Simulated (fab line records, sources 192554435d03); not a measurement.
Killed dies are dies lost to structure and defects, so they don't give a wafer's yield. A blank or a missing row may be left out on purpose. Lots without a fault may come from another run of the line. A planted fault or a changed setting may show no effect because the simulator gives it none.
Which tool did it? | flow n5_finfet | 12 lots, 36 wafers sampled, at 4 steps of a route of 1938

WHAT THE GAUGES READ, wafer by wafer
N5_BEOL_M5_OVL_MEAS_12.
lot  | measured     | on         | M5_OVL (nm)
L892 | day 9 02:35  | overlay-01 | -0.7 -0.2 0.0
L893 | day 9 02:44  | overlay-02 | 0.0 0.4 -0.1
L894 | day 9 08:35  | overlay-01 | -0.1 -0.2 0.4
L895 | day 9 09:05  | overlay-01 | 0.7 -0.2 -0.6
L896 | day 9 19:02  | overlay-01 | -1.2 -1.6 -1.1
L897 | day 9 19:04  | overlay-02 | 0.5 0.0 0.8
L898 | day 9 22:39  | overlay-02 | 0.5 0.2 -0.5
L903 | day 11 14:30 | overlay-01 | -1.0 -0.3 -0.6
L909 | day 13 04:18 | overlay-02 | 0.0 0.5 -0.9
L911 | day 13 17:39 | overlay-01 | -0.5 -1.0 -1.4
L912 | day 13 17:50 | overlay-02 | 1.3 0.6 0.2
L913 | day 13 21:10 | overlay-02 | 0.3 0.1 -0.1

N5_BEOL_M5_OVL_MEAS_29.
lot  | measured     | on         | V4_OVL (nm)
L892 | day 9 03:33  | overlay-02 | 0.3 0.9 -0.1
L893 | day 9 03:36  | overlay-01 | -0.6 -1.1 -0.2
L894 | day 9 09:43  | overlay-01 | 0.6 -0.4 1.1
L895 | day 9 13:34  | overlay-01 | 1.3 1.0 1.2
L896 | day 9 21:35  | overlay-01 | -0.1 -0.6 0.4
L897 | day 9 21:32  | overlay-02 | 0.7 0.6 0.3
L898 | day 9 23:37  | overlay-02 | -0.7 -0.5 -0.3
L903 | day 11 16:02 | overlay-01 | 1.5 1.2 0.8
L909 | day 13 08:07 | overlay-01 | -0.4 -0.7 1.2
L911 | day 13 19:55 | overlay-01 | 0.5 0.4 1.0
L912 | day 13 19:52 | overlay-02 | -0.2 -1.1 -0.4
L913 | day 14 00:23 | overlay-02 | 0.2 0.5 0.3

WHICH TOOL RAN EACH LOT (tool, then ch and the chambers of the sampled wafers, then the start)
lot  | N5_BEOL_M5_PECVD_70             | N5_BEOL_M5_COAT_65
L892 | pecvd-01 ch 0,1, day 9 01:32    | litho_track-05 ch 0, day 9 03:14
L893 | pecvd-04 ch 1,2, day 9 01:48    | litho_track-03 ch 0, day 9 03:17
L894 | pecvd-01 ch 0,1, day 9 07:44    | litho_track-02 ch 0, day 9 09:17
L895 | pecvd-03 ch 1,2, day 9 08:07    | litho_track-05 ch 0, day 9 13:15
L896 | pecvd-03 ch 0,1, day 9 17:03    | litho_track-05 ch 0, day 9 21:11
L897 | pecvd-03 ch 0,1, day 9 17:22    | litho_track-03 ch 0, day 9 21:11
L898 | pecvd-01 ch 0,1,2, day 9 20:37  | litho_track-03 ch 0, day 9 23:19
L903 | pecvd-04 ch 0,1,2, day 11 13:44 | litho_track-05 ch 0, day 11 15:25
L909 | pecvd-01 ch 1,2, day 13 02:54   | litho_track-05 ch 0, day 13 07:38
L911 | pecvd-04 ch 0,1, day 13 15:59   | litho_track-05 ch 0, day 13 19:23
L912 | pecvd-03 ch 2, day 13 16:14     | litho_track-02 ch 0, day 13 19:23
L913 | pecvd-04 ch 1,2, day 13 19:43   | litho_track-05 ch 0, day 14 00:05
- N5_BEOL_M5_PECVD_70: deposits SiO2 from TEOS/O2, target thk 16 nm, time 18 s.
- N5_BEOL_M5_COAT_65: time 60 s, resist thk 60 nm.

WHAT THE TOOLS THEMSELVES READ (means of the sampled wafers that have a number; where no wafer has one, the mark that the record gives instead)
N5_BEOL_M5_PECVD_70.
lot  | tool     | heater_power_w (W) | showerhead_plenum_p_Torr (Torr) | showerhead_vpp_V (V) | throttle_valve_pct (%)
L892 | pecvd-01 | 648                | 8.79                            | 1273                 | 23.2
L893 | pecvd-04 | 799                | 8.84                            | 1314                 | 21.5
L894 | pecvd-01 | 595                | 8.79                            | 1270                 | 23.2
L895 | pecvd-03 | 732                | 8.87                            | 1334                 | 23.5
L896 | pecvd-03 | 683                | 8.91                            | 1320                 | 23.6
L897 | pecvd-03 | 734                | 8.91                            | 1295                 | 23.3
L898 | pecvd-01 | 663                | 8.79                            | 1333                 | 22.1
L903 | pecvd-04 | 729                | 8.80                            | 1312                 | 22.2
L909 | pecvd-01 | 688                | 8.84                            | 1394                 | 21.6
L911 | pecvd-04 | 705                | 8.84                            | 1319                 | 22.4
L912 | pecvd-03 | 691                | 8.74                            | 1287                 | 20.8
L913 | pecvd-04 | 749                | 8.83                            | 1319                 | 21.6

N5_BEOL_M5_COAT_65.
lot  | tool           | spin_speed_rpm (rpm)
L892 | litho_track-05 | 1500.9
L893 | litho_track-03 | 1500.7
L894 | litho_track-02 | 1500.3
L895 | litho_track-05 | 1499.1
L896 | litho_track-05 | 1498.0
L897 | litho_track-03 | 1499.9
L898 | litho_track-03 | 1499.8
L903 | litho_track-05 | 1499.6
L909 | litho_track-05 | 1499.3
L911 | litho_track-05 | 1219.2
L912 | litho_track-02 | 1498.8
L913 | litho_track-05 | 1216.9

THE ANSWER, worked out from the rows above alone
Rule: what is usual is taken from the lots themselves. Put in order of their means at a reading, lots are off if they are a third of the lots or fewer, leave a main group of 4 or more, and stand apart from it by a gap of 3 or more times the standard deviation of the main group's means; of several such gaps the widest counts. A main group whose means are all the same, to the digits that the tables above print for the reading, isn't used. A lot without any number at a reading at which 4 lots or more have one is off too. The other lots that the step has rows for count as sound. The gauges are gone through in route order, then the tools' own readings, and for those a lot's mean is taken as printed above. The first step at which some lot is off is used, and at that step the reading that is off furthest; a lot without a number counts as furthest.
Off: L911, L913, at N5_BEOL_M5_COAT_65 (spin_speed_rpm). The main group: mean 1499.6 rpm, standard deviation 0.84.
A tool fits if, at that step or a process step before it, it ran every lot that is off, and no sound lot after the first of them. Can't be told from this: 2 tools fit, pecvd-04 at N5_BEOL_M5_PECVD_70, litho_track-05 at N5_BEOL_M5_COAT_65.

WHAT THE SIMULATOR HAD PUT IN
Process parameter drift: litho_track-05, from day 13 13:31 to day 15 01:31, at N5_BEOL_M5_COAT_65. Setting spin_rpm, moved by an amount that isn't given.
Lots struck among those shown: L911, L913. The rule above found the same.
